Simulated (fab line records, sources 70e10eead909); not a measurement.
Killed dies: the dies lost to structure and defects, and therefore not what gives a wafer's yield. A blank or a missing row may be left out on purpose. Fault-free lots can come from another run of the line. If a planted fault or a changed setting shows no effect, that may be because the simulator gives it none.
Chamber matching || flow nand harc || NHARC_A_STAIRCASE_ETCHBACK_422 on rie diel-01: 4 sister chambers
The step etches the open film in CH3F/O2, target depth 40 nm, time 74.286 s. 4 wafers are shown with their chamber, then 9 later ones without.

## EACH WAFER AND ITS CHAMBER
{"wafer": "L084.1", "chamber": 3, "showerhead plenum p Torr (Torr)": 2.50}
{"wafer": "L085.3", "chamber": 2, "showerhead plenum p Torr (Torr)": 2.42}
{"wafer": "L092.2", "chamber": 1, "showerhead plenum p Torr (Torr)": 2.45}
{"wafer": "L092.5", "chamber": 0, "showerhead plenum p Torr (Torr)": 2.62}

## WAFERS WITHOUT THEIR CHAMBER
{"wafer": "L088.2", "showerhead plenum p Torr (Torr)": 2.42}
{"wafer": "L088.3", "showerhead plenum p Torr (Torr)": 2.62}
{"wafer": "L088.6", "showerhead plenum p Torr (Torr)": 2.42}
{"wafer": "L090.2", "showerhead plenum p Torr (Torr)": 2.62}
{"wafer": "L090.3", "showerhead plenum p Torr (Torr)": 2.45}
{"wafer": "L090.6", "showerhead plenum p Torr (Torr)": 2.42}
{"wafer": "L094.1", "showerhead plenum p Torr (Torr)": 2.41}
{"wafer": "L094.4", "showerhead plenum p Torr (Torr)": 2.45}
{"wafer": "L094.6", "showerhead plenum p Torr (Torr)": 2.41}

## WHICH CHAMBER EACH ONE RAN IN
{"wafer": "L088.2", "from the rows above": 2, "in truth": 2}
{"wafer": "L088.3", "from the rows above": 0, "in truth": 0}
{"wafer": "L088.6", "from the rows above": 2, "in truth": 2}
{"wafer": "L090.2", "from the rows above": 0, "in truth": 0}
{"wafer": "L090.3", "from the rows above": 1, "in truth": 1}
{"wafer": "L090.6", "from the rows above": 2, "in truth": 2}
{"wafer": "L094.1", "from the rows above": 2, "in truth": 2}
{"wafer": "L094.4", "from the rows above": 1, "in truth": 1}
{"wafer": "L094.6", "from the rows above": 2, "in truth": 2}
Correctly placed: 9 of 9. Left unplaced by these rows: 0. Wrongly placed: 0.
How it was worked out, from the rows above alone: a wafer's distance from a chamber is the root of the sum, over the readings, of the square of ((its reading less the chamber's mean) divided by the reading's scatter). If the next closest chamber is less than 2 further off than the closest, the wafer can't be placed; otherwise it belongs to the closest. Each chamber's mean is taken over the wafers shown for it. The scatter: with one shown wafer a chamber, the root of the mean of the squares of how far each hidden wafer lies from its nearest shown one.
